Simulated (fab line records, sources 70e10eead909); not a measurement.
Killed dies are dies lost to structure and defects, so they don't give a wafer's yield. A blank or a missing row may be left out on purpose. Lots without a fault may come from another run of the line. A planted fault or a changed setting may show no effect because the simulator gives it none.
Chamber matching | flow nand_harc | NHARC_A_STAIRCASE_DESCUM_291 on rie_diel-02: 4 sister chambers
The step chemistry O2, time 3 s. 4 wafers are shown with their chamber, then 11 later ones without.

WAFERS WITH THEIR CHAMBER
wafer  | chamber | drypump_motor_current_A (A)
L086.4 | 1       | 5.1
L090.1 | 0       | 6.3
L090.4 | 3       | 6.5
L089.1 | 2       | 5.6

WAFERS WITHOUT THEIR CHAMBER
wafer  | drypump_motor_current_A (A)
L089.2 | 6.4
L089.5 | 6.3
L093.1 | 5.7
L093.2 | 6.4
L093.3 | 5.1
L093.4 | 6.3
L093.5 | 5.1
L093.6 | 5.7
L095.3 | 6.3
L095.5 | 5.1
L095.6 | 6.3

WHICH CHAMBER EACH WENT THROUGH
wafer  | from the rows above     | in truth
L089.2 | can't be placed: 3 or 0 | 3
L089.5 | 0                       | 0
L093.1 | 2                       | 2
L093.2 | can't be placed: 3 or 0 | 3
L093.3 | 1                       | 1
L093.4 | 0                       | 0
L093.5 | 1                       | 1
L093.6 | 2                       | 2
L095.3 | 0                       | 0
L095.5 | 1                       | 1
L095.6 | 0                       | 0
Placed correctly: 9 of 11. Can't be placed from these rows: 2 (the true chamber is among the candidates in 2). Placed wrongly: 0.
How it was worked out, from the rows above alone: a wafer's distance from a chamber is the root of the sum, over the readings, of the square of ((its reading less the chamber's mean) divided by the reading's scatter). The wafer belongs to the nearest chamber; if the next one is less than 2 further off, it can't be placed. A chamber's mean is the mean of its shown wafers. The scatter: with one shown wafer a chamber, the root of the mean of the squares of how far each hidden wafer lies from its nearest shown one.
